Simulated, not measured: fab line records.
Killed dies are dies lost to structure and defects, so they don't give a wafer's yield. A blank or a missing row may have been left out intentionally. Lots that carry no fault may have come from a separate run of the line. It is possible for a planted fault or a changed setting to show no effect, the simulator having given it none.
What tool caused it? || flow n5-finfet || Sampling: 11 lots, 32 wafers, 5 of 1938 route steps

== WHAT THE GAUGES READ, wafer by wafer ==
N5_BEOL_M1_OVL_MEAS_29.
{"lot": "L622", "measured": "day 7 16:10", "on": "overlay-02", "V0_OVL (nm)": "2.1 0.7 1.1"}
{"lot": "L624", "measured": "day 7 18:16", "on": "overlay-02", "V0_OVL (nm)": "1.8 1.6 0.7"}
{"lot": "L628", "measured": "day 8 00:04", "on": "overlay-02", "V0_OVL (nm)": "1.3 2.3 0.3"}
{"lot": "L629", "measured": "day 8 00:21", "on": "overlay-02", "V0_OVL (nm)": "0.8 1.1 1.2"}
{"lot": "L631", "measured": "day 8 13:27", "on": "overlay-01", "V0_OVL (nm)": "-0.6 0.8 1.4"}
{"lot": "L635", "measured": "day 9 12:31", "on": "overlay-01", "V0_OVL (nm)": "0.6 0.6"}
{"lot": "L634", "measured": "day 9 12:43", "on": "overlay-02", "V0_OVL (nm)": "-0.3 1.1 1.0"}
{"lot": "L637", "measured": "day 10 06:35", "on": "overlay-02", "V0_OVL (nm)": "-0.4 -0.1 -0.6"}
{"lot": "L642", "measured": "day 11 12:38", "on": "overlay-01", "V0_OVL (nm)": "-0.5 1.1 0.5"}
{"lot": "L643", "measured": "day 11 15:10", "on": "overlay-01", "V0_OVL (nm)": "-0.9 0.6 -0.6"}
{"lot": "L644", "measured": "day 12 04:55", "on": "overlay-02", "V0_OVL (nm)": "-0.5 1.0 -0.5"}

N5_BEOL_M1_INSPECT_30: inspects for defects (brightfield).
{"lot": "L622", "measured": "day 7 16:12", "on": "defect-inspect-02", "raw-defect-count": "484 445 494"}
{"lot": "L624", "measured": "day 7 18:19", "on": "defect-inspect-01", "raw-defect-count": "317 521 440"}
{"lot": "L628", "measured": "day 8 00:08", "on": "defect-inspect-02", "raw-defect-count": "377 447 507"}
{"lot": "L629", "measured": "day 8 00:25", "on": "defect-inspect-01", "raw-defect-count": "593 476 554"}
{"lot": "L631", "measured": "day 8 13:30", "on": "defect-inspect-02", "raw-defect-count": "432 284 296"}
{"lot": "L635", "measured": "day 9 12:34", "on": "defect-inspect-01", "raw-defect-count": "437 440"}
{"lot": "L634", "measured": "day 9 12:46", "on": "defect-inspect-01", "raw-defect-count": "491 501 613"}
{"lot": "L637", "measured": "day 10 06:38", "on": "defect-inspect-02", "raw-defect-count": "375 573 378"}
{"lot": "L642", "measured": "day 11 12:40", "on": "defect-inspect-02", "raw-defect-count": "525 488 454"}
{"lot": "L643", "measured": "day 11 15:14", "on": "defect-inspect-01", "raw-defect-count": "347 336 377"}
{"lot": "L644", "measured": "day 12 04:58", "on": "defect-inspect-01", "raw-defect-count": "296 328 329"}

N5_BEOL_M4_RC_MEAS_101.
{"lot": "L622", "measured": "day 9 12:35", "on": "prober-02", "DIBL_N (mV/V)": "34.3 35.7 33.8", "DIBL_P (mV/V)": "32.1 34.3 31.4", "IOFF_N (nA/um)": "0.130 0.156 0.123", "IOFF_P (nA/um)": "0.17 0.20 0.16", "ION_N (uA/um)": "663 696 671", "ION_P (uA/um)": "456 474 462", "SS_N (mV/dec)": "71.3 71.2 71.0", "SS_P (mV/dec)": "73.1 72.7 72.7", "VT_N (mV)": "250 248 254", "VT_P (mV)": "-252.0 -251.6 -250.1"}
{"lot": "L624", "measured": "day 9 15:12", "on": "prober-01", "DIBL_N (mV/V)": "38.2 38.3 37.6", "DIBL_P (mV/V)": "38.9 39.4 38.2", "IOFF_N (nA/um)": "0.168 0.180 0.164", "IOFF_P (nA/um)": "0.20 0.22 0.20", "ION_N (uA/um)": "692 685 687", "ION_P (uA/um)": "473 466 465", "SS_N (mV/dec)": "72.1 71.9 71.9", "SS_P (mV/dec)": "73.6 73.4 73.0", "VT_N (mV)": "250 248 249", "VT_P (mV)": "-252.7 -253.7 -252.6"}
{"lot": "L628", "measured": "day 9 23:37", "on": "prober-02", "DIBL_N (mV/V)": "37.1 34.2 34.7", "DIBL_P (mV/V)": "36.6 32.5 33.0", "IOFF_N (nA/um)": "0.197 0.137 0.146", "IOFF_P (nA/um)": "0.23 0.17 0.17", "ION_N (uA/um)": "695 684 683", "ION_P (uA/um)": "472 469 461", "SS_N (mV/dec)": "71.7 70.8 71.3", "SS_P (mV/dec)": "73.7 72.0 72.5", "VT_N (mV)": "245 249 249", "VT_P (mV)": "-246.6 -251.2 -253.8"}
{"lot": "L629", "measured": "day 10 01:23", "on": "prober-02", "DIBL_N (mV/V)": "35.7 35.9 35.4", "DIBL_P (mV/V)": "34.8 36.2 35.7", "IOFF_N (nA/um)": "0.150 0.157 0.155", "IOFF_P (nA/um)": "0.21 0.23 0.22", "ION_N (uA/um)": "679 663 680", "ION_P (uA/um)": "469 458 465", "SS_N (mV/dec)": "71.5 71.7 71.7", "SS_P (mV/dec)": "72.9 73.0 72.7", "VT_N (mV)": "251 250 249", "VT_P (mV)": "-249.0 -249.4 -250.6"}
{"lot": "L631", "measured": "day 11 09:05", "on": "prober-01", "DIBL_N (mV/V)": "34.4 31.1 35.0", "DIBL_P (mV/V)": "36.7 31.3 36.3", "IOFF_N (nA/um)": "0.149 0.094 0.163", "IOFF_P (nA/um)": "0.25 0.16 0.24", "ION_N (uA/um)": "679 650 687", "ION_P (uA/um)": "471 460 472", "SS_N (mV/dec)": "71.1 71.0 71.4", "SS_P (mV/dec)": "74.1 71.8 73.4", "VT_N (mV)": "249 257 248", "VT_P (mV)": "-246.7 -249.5 -247.2"}
{"lot": "L635", "measured": "day 12 13:04", "on": "prober-02", "DIBL_N (mV/V)": "38.8 38.5", "DIBL_P (mV/V)": "36.7 36.0", "IOFF_N (nA/um)": "0.158 0.165", "IOFF_P (nA/um)": "0.19 0.19", "ION_N (uA/um)": "668 660", "ION_P (uA/um)": "450 447", "SS_N (mV/dec)": "70.9 72.1", "SS_P (mV/dec)": "74.1 73.2", "VT_N (mV)": "253 252", "VT_P (mV)": "-254.5 -252.7"}
{"lot": "L634", "measured": "day 12 11:49", "on": "prober-01", "DIBL_N (mV/V)": "34.1 36.7 35.3", "DIBL_P (mV/V)": "32.5 35.3 33.7", "IOFF_N (nA/um)": "0.126 0.179 0.135", "IOFF_P (nA/um)": "0.17 0.22 0.19", "ION_N (uA/um)": "673 701 669", "ION_P (uA/um)": "468 476 463", "SS_N (mV/dec)": "70.2 70.7 70.7", "SS_P (mV/dec)": "72.2 73.4 72.8", "VT_N (mV)": "252 244 251", "VT_P (mV)": "-252.6 -248.5 -252.8"}
{"lot": "L637", "measured": "day 12 17:50", "on": "prober-02", "DIBL_N (mV/V)": "35.9 38.4 35.4", "DIBL_P (mV/V)": "36.6 38.6 34.7", "IOFF_N (nA/um)": "0.155 0.197 0.136", "IOFF_P (nA/um)": "0.21 0.24 0.18", "ION_N (uA/um)": "679 670 680", "ION_P (uA/um)": "463 449 463", "SS_N (mV/dec)": "71.0 71.7 70.7", "SS_P (mV/dec)": "73.1 73.7 72.6", "VT_N (mV)": "251 247 254", "VT_P (mV)": "-250.7 -249.5 -251.3"}
{"lot": "L642", "measured": "day 13 20:51", "on": "prober-02", "DIBL_N (mV/V)": "34.3 36.1 33.4", "DIBL_P (mV/V)": "32.5 34.7 31.5", "IOFF_N (nA/um)": "0.125 0.166 0.114", "IOFF_P (nA/um)": "0.17 0.21 0.16", "ION_N (uA/um)": "661 677 662", "ION_P (uA/um)": "453 458 460", "SS_N (mV/dec)": "71.1 71.4 70.9", "SS_P (mV/dec)": "72.1 72.9 71.8", "VT_N (mV)": "250 245 254", "VT_P (mV)": "-253.9 -248.5 -254.1"}
{"lot": "L643", "measured": "day 14 10:01", "on": "prober-01", "DIBL_N (mV/V)": "37.0 36.2 34.6", "DIBL_P (mV/V)": "37.4 35.8 33.7", "IOFF_N (nA/um)": "0.156 0.144 0.120", "IOFF_P (nA/um)": "0.22 0.18 0.16", "ION_N (uA/um)": "677 680 668", "ION_P (uA/um)": "472 464 462", "SS_N (mV/dec)": "71.3 71.2 69.9", "SS_P (mV/dec)": "73.3 72.3 72.6", "VT_N (mV)": "250 251 254", "VT_P (mV)": "-251.2 -253.6 -252.9"}
{"lot": "L644", "measured": "day 14 09:56", "on": "prober-02", "DIBL_N (mV/V)": "37.7 35.9 36.3", "DIBL_P (mV/V)": "37.6 35.5 36.0", "IOFF_N (nA/um)": "0.200 0.155 0.166", "IOFF_P (nA/um)": "0.22 0.19 0.20", "ION_N (uA/um)": "701 679 681", "ION_P (uA/um)": "468 458 456", "SS_N (mV/dec)": "71.8 71.2 71.3", "SS_P (mV/dec)": "74.1 73.3 73.6", "VT_N (mV)": "246 249 245", "VT_P (mV)": "-253.1 -251.3 -250.3"}

== TOOL THAT RAN EACH LOT (tool first, then ch and the chambers of the sampled wafers, then the start) ==
{"lot": "L622", "N5_BEOL_M0_CO_CAP_123": "cvd-co-02 ch 1,2, day 7 14:23", "N5_BEOL_M1_COAT_67": "litho-track-03 ch 0, day 7 15:50"}
{"lot": "L624", "N5_BEOL_M0_CO_CAP_123": "cvd-co-02 ch 0,1,2, day 7 15:38", "N5_BEOL_M1_COAT_67": "litho-track-03 ch 0, day 7 17:49"}
{"lot": "L628", "N5_BEOL_M0_CO_CAP_123": "cvd-co-02 ch 1,2, day 7 21:47", "N5_BEOL_M1_COAT_67": "litho-track-04 ch 0, day 7 23:46"}
{"lot": "L629", "N5_BEOL_M0_CO_CAP_123": "cvd-co-01 ch 0,1,2, day 7 22:04", "N5_BEOL_M1_COAT_67": "litho-track-03 ch 0, day 7 23:55"}
{"lot": "L631", "N5_BEOL_M0_CO_CAP_123": "cvd-co-02 ch 0,1,2, day 8 10:40", "N5_BEOL_M1_COAT_67": "litho-track-03 ch 0, day 8 13:01"}
{"lot": "L635", "N5_BEOL_M0_CO_CAP_123": "cvd-co-01 ch 1,2, day 9 10:47", "N5_BEOL_M1_COAT_67": "litho-track-02 ch 0, day 9 12:12"}
{"lot": "L634", "N5_BEOL_M0_CO_CAP_123": "cvd-co-02 ch 0,2, day 9 10:54", "N5_BEOL_M1_COAT_67": "litho-track-02 ch 0, day 9 12:23"}
{"lot": "L637", "N5_BEOL_M0_CO_CAP_123": "cvd-co-02 ch 0,1,2, day 10 03:41", "N5_BEOL_M1_COAT_67": "litho-track-04 ch 0, day 10 06:09"}
{"lot": "L642", "N5_BEOL_M0_CO_CAP_123": "cvd-co-01 ch 0,1,2, day 11 10:04", "N5_BEOL_M1_COAT_67": "litho-track-02 ch 0, day 11 12:11"}
{"lot": "L643", "N5_BEOL_M0_CO_CAP_123": "cvd-co-01 ch 0,1,2, day 11 13:25", "N5_BEOL_M1_COAT_67": "litho-track-04 ch 0, day 11 14:52"}
{"lot": "L644", "N5_BEOL_M0_CO_CAP_123": "cvd-co-01 ch 1,2, day 12 02:08", "N5_BEOL_M1_COAT_67": "litho-track-03 ch 0, day 12 04:36"}
- N5_BEOL_M0_CO_CAP_123: material Co, precursor CCTBA/H2, target thk 2 nm, time 102.1 s.
- N5_BEOL_M1_COAT_67: time 60 s, resist thk 60 nm.

== AS READ BY THE TOOLS THEMSELVES (means over the sampled wafers that have a number; for cases with no such wafer, the mark the record gives instead) ==
N5_BEOL_M0_CO_CAP_123.
{"lot": "L622", "tool": "cvd-co-02", "heater-power-w (W)": 237}
{"lot": "L624", "tool": "cvd-co-02", "heater-power-w (W)": 234}
{"lot": "L628", "tool": "cvd-co-02", "heater-power-w (W)": 240}
{"lot": "L629", "tool": "cvd-co-01", "heater-power-w (W)": 232}
{"lot": "L631", "tool": "cvd-co-02", "heater-power-w (W)": 233}
{"lot": "L635", "tool": "cvd-co-01", "heater-power-w (W)": 225}
{"lot": "L634", "tool": "cvd-co-02", "heater-power-w (W)": 230}
{"lot": "L637", "tool": "cvd-co-02", "heater-power-w (W)": 233}
{"lot": "L642", "tool": "cvd-co-01", "heater-power-w (W)": 238}
{"lot": "L643", "tool": "cvd-co-01", "heater-power-w (W)": 240}
{"lot": "L644", "tool": "cvd-co-01", "heater-power-w (W)": 229}

N5_BEOL_M1_COAT_67.
{"lot": "L622", "tool": "litho-track-03", "chill-plate-temp-C (C)": 22.91, "heater-power-total-W (W)": 501.3, "plate-temp-C (C)": 250.09}
{"lot": "L624", "tool": "litho-track-03", "chill-plate-temp-C (C)": 23.03, "heater-power-total-W (W)": 499.9, "plate-temp-C (C)": 250.09}
{"lot": "L628", "tool": "litho-track-04", "chill-plate-temp-C (C)": 22.99, "heater-power-total-W (W)": 501.1, "plate-temp-C (C)": 250.22}
{"lot": "L629", "tool": "litho-track-03", "chill-plate-temp-C (C)": 22.87, "heater-power-total-W (W)": 487.9, "plate-temp-C (C)": 244.93}
{"lot": "L631", "tool": "litho-track-03", "chill-plate-temp-C (C)": 23.04, "heater-power-total-W (W)": 487.3, "plate-temp-C (C)": 245.04}
{"lot": "L635", "tool": "litho-track-02", "chill-plate-temp-C (C)": 22.91, "heater-power-total-W (W)": 500.4, "plate-temp-C (C)": 250.11}
{"lot": "L634", "tool": "litho-track-02", "chill-plate-temp-C (C)": 23.02, "heater-power-total-W (W)": 498.8, "plate-temp-C (C)": 249.88}
{"lot": "L637", "tool": "litho-track-04", "chill-plate-temp-C (C)": 23.09, "heater-power-total-W (W)": 498.7, "plate-temp-C (C)": 249.87}
{"lot": "L642", "tool": "litho-track-02", "chill-plate-temp-C (C)": 23.18, "heater-power-total-W (W)": 500.3, "plate-temp-C (C)": 249.91}
{"lot": "L643", "tool": "litho-track-04", "chill-plate-temp-C (C)": 23.10, "heater-power-total-W (W)": 500.3, "plate-temp-C (C)": 250.13}
{"lot": "L644", "tool": "litho-track-03", "chill-plate-temp-C (C)": 23.14, "heater-power-total-W (W)": 500.3, "plate-temp-C (C)": 249.93}

== THE ANSWER, worked out from the rows above alone ==
Rule: what is usual is taken from the lots themselves. Put in order of their means at a reading, lots are off if they are a third of the lots or fewer, leave a main group of 4 or more, and stand apart from it by a gap of 3 or more times the standard deviation of the main group's means; of several such gaps the widest counts. A main group is skipped when, at the precision printed for the reading in the tables above, its means are all equal. Also off: a lot with no number at a reading for which 4 or more lots have one. Any other lot the step has rows for is counted as sound. After the gauges, taken in route order, come the tools' own readings; for these a lot's mean is taken, as printed above. At the first step where some lot is off, the reading lying furthest off is the one used; lots without a number count as furthest.
Off, at N5_BEOL_M1_COAT_67 on plate-temp-C: L629, L631. The main group: mean 250.03 C, standard deviation 0.12.
If a tool, at that step or one of the process steps before it, ran each lot that is off and ran no sound lot following the first of them, it fits. No candidate that was tried fits.

== WHAT THE SIMULATOR PUT IN ==
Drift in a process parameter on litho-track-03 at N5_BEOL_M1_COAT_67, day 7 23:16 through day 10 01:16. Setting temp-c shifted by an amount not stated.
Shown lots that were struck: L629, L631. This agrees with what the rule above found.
